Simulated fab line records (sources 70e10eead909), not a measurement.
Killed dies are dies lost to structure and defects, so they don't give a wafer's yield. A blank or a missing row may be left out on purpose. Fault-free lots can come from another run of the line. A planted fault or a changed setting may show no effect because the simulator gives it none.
Which tool did it? + flow nandHarc + 24 lots, 72 wafers sampled, at 6 steps of a route of 1302

WHAT THE GAUGES SHOWED, per wafer
NHARC_P_CONTACT_INSPECT_14. Usual: 3.9 for rawDefectCount, sd 2.2.
| lot  | measured     | on               | rawDefectCount | flag |
|------|--------------|------------------|----------------|------|
| L074 | day 6 01:46  | defectInspect-01 | 8 7 10         |      |
| L076 | day 6 13:26  | defectInspect-01 | 3 3 5          |      |
| L075 | day 6 13:54  | defectInspect-01 | 5 4 2          |      |
| L077 | day 7 03:50  | defectInspect-02 | 5 4 3          |      |
| L078 | day 7 17:29  | defectInspect-01 | 7 5 3          |      |
| L079 | day 7 22:40  | defectInspect-02 | 6 3 6          |      |
| L081 | day 8 14:39  | defectInspect-01 | 2 2 1          |      |
| L080 | day 8 15:16  | defectInspect-01 | 3 5 4          |      |
| L082 | day 9 12:32  | defectInspect-02 | 3 6 1          |      |
| L083 | day 9 13:58  | defectInspect-02 | 7 5 3          |      |
| L084 | day 10 05:18 | defectInspect-02 | 2 5 7          |      |
| L085 | day 10 09:19 | defectInspect-01 | 4 6 4          |      |
| L086 | day 10 19:49 | defectInspect-01 | 2 1 2          |      |
| L088 | day 12 02:29 | defectInspect-02 | 8 2 5          |      |
| L087 | day 12 02:56 | defectInspect-02 | 3 1 1          |      |
| L089 | day 12 11:43 | defectInspect-02 | 3 2 1          |      |
| L090 | day 12 17:04 | defectInspect-01 | 5 4 7          |      |
| L091 | day 13 05:49 | defectInspect-01 | 6 5 6          |      |
| L092 | day 13 10:43 | defectInspect-01 | 5 4 5          |      |
| L093 | day 13 20:31 | defectInspect-02 | 3 3 5          |      |
| L094 | day 14 08:50 | defectInspect-01 | 1 7 9          |      |
| L095 | day 14 19:05 | defectInspect-01 | 6 4 1          |      |
| L096 | day 15 04:17 | defectInspect-02 | 2 2 5          |      |
| L097 | day 15 10:52 | defectInspect-01 | 4 7 8          |      |

NHARC_P_M0_THK_MEAS_24: measures by xrf. Usual: 117.8 nm for thkNm, sd 1.8.
| lot  | measured     | on           | thkNm (nm)        | flag |
|------|--------------|--------------|-------------------|------|
| L074 | day 6 08:11  | filmMetro-02 | 117.8 116.2 116.7 |      |
| L076 | day 6 20:02  | filmMetro-02 | 117.1 117.5 116.5 |      |
| L075 | day 6 20:43  | filmMetro-01 | 120.2 118.0 118.4 |      |
| L077 | day 7 10:16  | filmMetro-01 | 117.2 116.7 118.0 |      |
| L078 | day 8 00:24  | filmMetro-01 | 117.9 118.3 119.6 |      |
| L079 | day 8 05:14  | filmMetro-01 | 116.7 114.1 114.5 |      |
| L081 | day 8 21:14  | filmMetro-01 | 117.1 117.1 119.2 |      |
| L080 | day 8 22:00  | filmMetro-02 | 115.0 117.7 117.3 |      |
| L082 | day 9 19:00  | filmMetro-02 | 119.3 119.7 121.4 |      |
| L083 | day 9 20:25  | filmMetro-02 | 120.4 121.7 119.8 |      |
| L084 | day 10 11:46 | filmMetro-01 | 121.7 119.3 120.6 |      |
| L085 | day 10 15:43 | filmMetro-01 | 120.3 118.3 118.9 |      |
| L086 | day 11 02:22 | filmMetro-02 | 118.6 116.9 119.4 |      |
| L088 | day 12 09:01 | filmMetro-02 | 117.5 115.8 116.6 |      |
| L087 | day 12 10:13 | filmMetro-02 | 115.9 115.1 113.7 |      |
| L089 | day 12 18:28 | filmMetro-02 | 118.7 116.5 119.3 |      |
| L090 | day 12 23:47 | filmMetro-01 | 117.8 119.1 118.7 |      |
| L091 | day 13 12:22 | filmMetro-01 | 115.3 115.9 120.6 |      |
| L092 | day 13 17:20 | filmMetro-02 | 119.2 115.5 118.9 |      |
| L093 | day 14 03:06 | filmMetro-02 | 121.7 117.0 119.1 |      |
| L094 | day 14 15:22 | filmMetro-01 | 115.7 117.2 117.8 |      |
| L095 | day 15 01:38 | filmMetro-02 | 120.9 119.5 118.9 |      |
| L096 | day 15 10:50 | filmMetro-01 | 115.2 115.7 116.5 |      |
| L097 | day 15 17:40 | filmMetro-02 | 117.2 115.8 115.3 |      |

NHARC_A_ONON_D1_THK_MEAS_24: measures by ellipsometry. Usual: 1000 nm for thkNm, sd 10.
| lot  | measured     | on           | thkNm (nm)     | flag |
|------|--------------|--------------|----------------|------|
| L074 | day 8 07:08  | filmMetro-02 | 985 987 985    |      |
| L076 | day 8 23:26  | filmMetro-02 | 1009 1010 1010 |      |
| L075 | day 8 23:07  | filmMetro-02 | 1004 1005 1005 |      |
| L077 | day 9 13:46  | filmMetro-02 | 1011 1012 1011 |      |
| L078 | day 10 02:17 | filmMetro-02 | 988 990 989    |      |
| L079 | day 10 02:12 | filmMetro-01 | 990 990 990    |      |
| L081 | day 11 03:01 | filmMetro-01 | 993 992 993    |      |
| L080 | day 11 03:01 | filmMetro-02 | 998 999 998    |      |
| L082 | day 11 20:34 | filmMetro-01 | 990 990 990    |      |
| L083 | day 11 20:34 | filmMetro-02 | 1006 1006 1004 |      |
| L084 | day 12 13:00 | filmMetro-01 | 994 994 994    |      |
| L085 | day 12 18:37 | filmMetro-01 | 1017 1014 1013 |      |
| L086 | day 13 02:50 | filmMetro-02 | 1004 1007 1005 |      |
| L088 | day 14 09:52 | filmMetro-02 | 1013 1013 1013 |      |
| L087 | day 14 09:44 | filmMetro-02 | 977 978 979    |      |
| L089 | day 14 18:28 | filmMetro-02 | 1008 1009 1006 |      |
| L090 | day 15 01:43 | filmMetro-01 | 1001 1002 1001 |      |
| L091 | day 15 13:00 | filmMetro-01 | 1012 1013 1012 |      |
| L092 | day 15 20:55 | filmMetro-02 | 1011 1012 1010 |      |
| L093 | day 16 04:42 | filmMetro-01 | 997 996 996    |      |
| L094 | day 16 22:39 | filmMetro-01 | 1015 1013 1014 |      |
| L095 | day 17 02:06 | filmMetro-01 | 998 998 999    |      |
| L096 | day 17 12:29 | filmMetro-01 | 990 989 988    |      |
| L097 | day 17 19:02 | filmMetro-02 | 991 992 992    |      |

TOOL THAT RAN EACH LOT (tool first, then ch and the chambers of the sampled wafers, then the start)
| lot  | NHARC_P_CONTACT_DEGAS_38    | NHARC_P_M1_ANNEAL_31            | NHARC_P_M2_PVD_20                      |
|------|-----------------------------|---------------------------------|----------------------------------------|
| L074 | pvdSputter-02, day 6 03:26  | rtpAnneal-02 ch 0, day 6 11:42  | pvdSputter-03, day 8 07:08 or earlier  |
| L076 | pvdSputter-01, day 6 15:05  | rtpAnneal-01 ch 0, day 6 23:28  | pvdSputter-01, day 8 23:26 or earlier  |
| L075 | pvdSputter-03, day 6 15:32  | rtpAnneal-01 ch 0, day 7 00:14  | pvdSputter-03, day 8 23:07 or earlier  |
| L077 | pvdSputter-01, day 7 05:29  | rtpAnneal-01 ch 0, day 7 13:46  | pvdSputter-02, day 9 13:46 or earlier  |
| L078 | pvdSputter-02, day 7 19:32  | rtpAnneal-02 ch 0, day 8 03:51  | pvdSputter-01, day 10 02:17 or earlier |
| L079 | pvdSputter-01, day 8 00:20  | rtpAnneal-02 ch 0, day 8 08:49  | pvdSputter-02, day 10 02:12 or earlier |
| L081 | pvdSputter-02, day 8 16:20  | rtpAnneal-02 ch 0, day 9 00:43  | pvdSputter-01, day 11 03:01 or earlier |
| L080 | pvdSputter-02, day 8 17:05  | rtpAnneal-02 ch 0, day 9 01:35  | pvdSputter-03, day 11 03:01 or earlier |
| L082 | pvdSputter-02, day 9 14:12  | rtpAnneal-01 ch 0, day 9 22:25  | pvdSputter-03, day 11 20:34 or earlier |
| L083 | pvdSputter-03, day 9 15:37  | rtpAnneal-01 ch 0, day 9 23:59  | pvdSputter-02, day 11 20:34 or earlier |
| L084 | pvdSputter-02, day 10 06:56 | rtpAnneal-01 ch 0, day 10 15:16 | pvdSputter-02, day 12 13:00 or earlier |
| L085 | pvdSputter-02, day 10 10:58 | rtpAnneal-02 ch 0, day 10 19:13 | pvdSputter-01, day 12 18:37 or earlier |
| L086 | pvdSputter-02, day 10 21:28 | rtpAnneal-02 ch 0, day 11 06:07 | pvdSputter-03, day 13 02:50 or earlier |
| L088 | pvdSputter-01, day 12 04:08 | rtpAnneal-02 ch 0, day 12 12:50 | pvdSputter-02, day 14 09:52 or earlier |
| L087 | pvdSputter-03, day 12 04:46 | rtpAnneal-02 ch 0, day 12 14:02 | pvdSputter-03, day 14 09:44 or earlier |
| L089 | pvdSputter-02, day 12 13:32 | rtpAnneal-02 ch 0, day 12 22:03 | pvdSputter-01, day 14 18:28 or earlier |
| L090 | pvdSputter-01, day 12 18:52 | rtpAnneal-01 ch 0, day 13 03:20 | pvdSputter-03, day 15 01:43 or earlier |
| L091 | pvdSputter-01, day 13 07:29 | rtpAnneal-01 ch 0, day 13 15:49 | pvdSputter-03, day 15 13:00 or earlier |
| L092 | pvdSputter-01, day 13 12:25 | rtpAnneal-01 ch 0, day 13 20:49 | pvdSputter-01, day 15 20:55 or earlier |
| L093 | pvdSputter-01, day 13 22:12 | rtpAnneal-02 ch 0, day 14 06:41 | pvdSputter-01, day 16 04:42 or earlier |
| L094 | pvdSputter-02, day 14 10:29 | rtpAnneal-01 ch 0, day 14 18:58 | pvdSputter-01, day 16 22:39 or earlier |
| L095 | pvdSputter-02, day 14 20:44 | rtpAnneal-01 ch 0, day 15 05:19 | pvdSputter-01, day 17 02:06 or earlier |
| L096 | pvdSputter-03, day 15 05:56 | rtpAnneal-02 ch 0, day 15 14:35 | pvdSputter-01, day 17 12:29 or earlier |
| L097 | pvdSputter-01, day 15 12:31 | rtpAnneal-02 ch 0, day 15 21:14 | pvdSputter-01, day 17 19:02 or earlier |
- NHARC_P_CONTACT_DEGAS_38: time 60 s.
- NHARC_P_M1_ANNEAL_31: time 90 s.
- NHARC_P_M2_PVD_20: deposits TaN, target thk 5 nm, time 8.06 s.

AS READ BY THE TOOLS THEMSELVES (means over the sampled wafers that have a number; for cases with no such wafer, the mark the record gives instead)
NHARC_P_CONTACT_DEGAS_38. Usual: 459 W for heaterPowerW, sd 39.
| lot  | tool          | heaterPowerW (W) | flag |
|------|---------------|------------------|------|
| L074 | pvdSputter-02 | 459              |      |
| L076 | pvdSputter-01 | 484              |      |
| L075 | pvdSputter-03 | 457              |      |
| L077 | pvdSputter-01 | 468              |      |
| L078 | pvdSputter-02 | 438              |      |
| L079 | pvdSputter-01 | 455              |      |
| L081 | pvdSputter-02 | 467              |      |
| L080 | pvdSputter-02 | 464              |      |
| L082 | pvdSputter-02 | 476              |      |
| L083 | pvdSputter-03 | 457              |      |
| L084 | pvdSputter-02 | 417              |      |
| L085 | pvdSputter-02 | 416              |      |
| L086 | pvdSputter-02 | 459              |      |
| L088 | pvdSputter-01 | 461              |      |
| L087 | pvdSputter-03 | 462              |      |
| L089 | pvdSputter-02 | 480              |      |
| L090 | pvdSputter-01 | 472              |      |
| L091 | pvdSputter-01 | 465              |      |
| L092 | pvdSputter-01 | 462              |      |
| L093 | pvdSputter-01 | 480              |      |
| L094 | pvdSputter-02 | 437              |      |
| L095 | pvdSputter-02 | 489              |      |
| L096 | pvdSputter-03 | 484              |      |
| L097 | pvdSputter-01 | 481              |      |

NHARC_P_M1_ANNEAL_31. Usual: 226.9 for wafer_temp_C_max, sd 0.36.
| lot  | tool         | wafer_temp_C_max | flag |
|------|--------------|------------------|------|
| L074 | rtpAnneal-02 | 226.9            |      |
| L076 | rtpAnneal-01 | 226.9            |      |
| L075 | rtpAnneal-01 | 227.2            |      |
| L077 | rtpAnneal-01 | 227.2            |      |
| L078 | rtpAnneal-02 | 226.9            |      |
| L079 | rtpAnneal-02 | 226.7            |      |
| L081 | rtpAnneal-02 | 227.2            |      |
| L080 | rtpAnneal-02 | 226.5            |      |
| L082 | rtpAnneal-01 | 227.1            |      |
| L083 | rtpAnneal-01 | 227.1            |      |
| L084 | rtpAnneal-01 | 226.7            |      |
| L085 | rtpAnneal-02 | 226.7            |      |
| L086 | rtpAnneal-02 | 226.9            |      |
| L088 | rtpAnneal-02 | 226.9            |      |
| L087 | rtpAnneal-02 | 226.7            |      |
| L089 | rtpAnneal-02 | 227.1            |      |
| L090 | rtpAnneal-01 | 226.8            |      |
| L091 | rtpAnneal-01 | 226.7            |      |
| L092 | rtpAnneal-01 | 226.7            |      |
| L093 | rtpAnneal-02 | 227.0            |      |
| L094 | rtpAnneal-01 | 227.0            |      |
| L095 | rtpAnneal-01 | 226.9            |      |
| L096 | rtpAnneal-02 | 226.9            |      |
| L097 | rtpAnneal-02 | 227.1            |      |

NHARC_P_M2_PVD_20. Usual: 29.5 % for throttleValvePct, sd 1.3.
| lot  | tool          | throttleValvePct (%) | flag |
|------|---------------|----------------------|------|
| L074 | pvdSputter-03 | 28.3                 |      |
| L076 | pvdSputter-01 | 29.1                 |      |
| L075 | pvdSputter-03 | 30.4                 |      |
| L077 | pvdSputter-02 | 29.3                 |      |
| L078 | pvdSputter-01 | 29.3                 |      |
| L079 | pvdSputter-02 | 29.8                 |      |
| L081 | pvdSputter-01 | 27.7                 |      |
| L080 | pvdSputter-03 | 30.7                 |      |
| L082 | pvdSputter-03 | 31.2                 |      |
| L083 | pvdSputter-02 | 29.2                 |      |
| L084 | pvdSputter-02 | 28.8                 |      |
| L085 | pvdSputter-01 | 28.9                 |      |
| L086 | pvdSputter-03 | 30.2                 |      |
| L088 | pvdSputter-02 | 30.4                 |      |
| L087 | pvdSputter-03 | 29.6                 |      |
| L089 | pvdSputter-01 | 28.3                 |      |
| L090 | pvdSputter-03 | 29.6                 |      |
| L091 | pvdSputter-03 | 30.3                 |      |
| L092 | pvdSputter-01 | 28.7                 |      |
| L093 | pvdSputter-01 | 28.1                 |      |
| L094 | pvdSputter-01 | 30.3                 |      |
| L095 | pvdSputter-01 | 29.1                 |      |
| L096 | pvdSputter-01 | 28.1                 |      |
| L097 | pvdSputter-01 | 28.3                 |      |

THE ANSWER, worked out from the rows above alone
Rule: take the mean of a lot's wafers that have a number; if it is more than 3 standard deviations from the usual mean, the lot is off. A lot without any number at a reading at which 4 lots or more have one is off too. The other lots that the step has rows for count as sound. Order of review: gauges by route order, followed by the tools' own readings, for which a lot's mean as printed above is used. At the first step where some lot is off, the reading lying furthest off is the one used; lots without a number count as furthest.
No lot is off at any reading shown: from this, nothing can be told.

WHAT THE SIMULATOR HAD PUT IN
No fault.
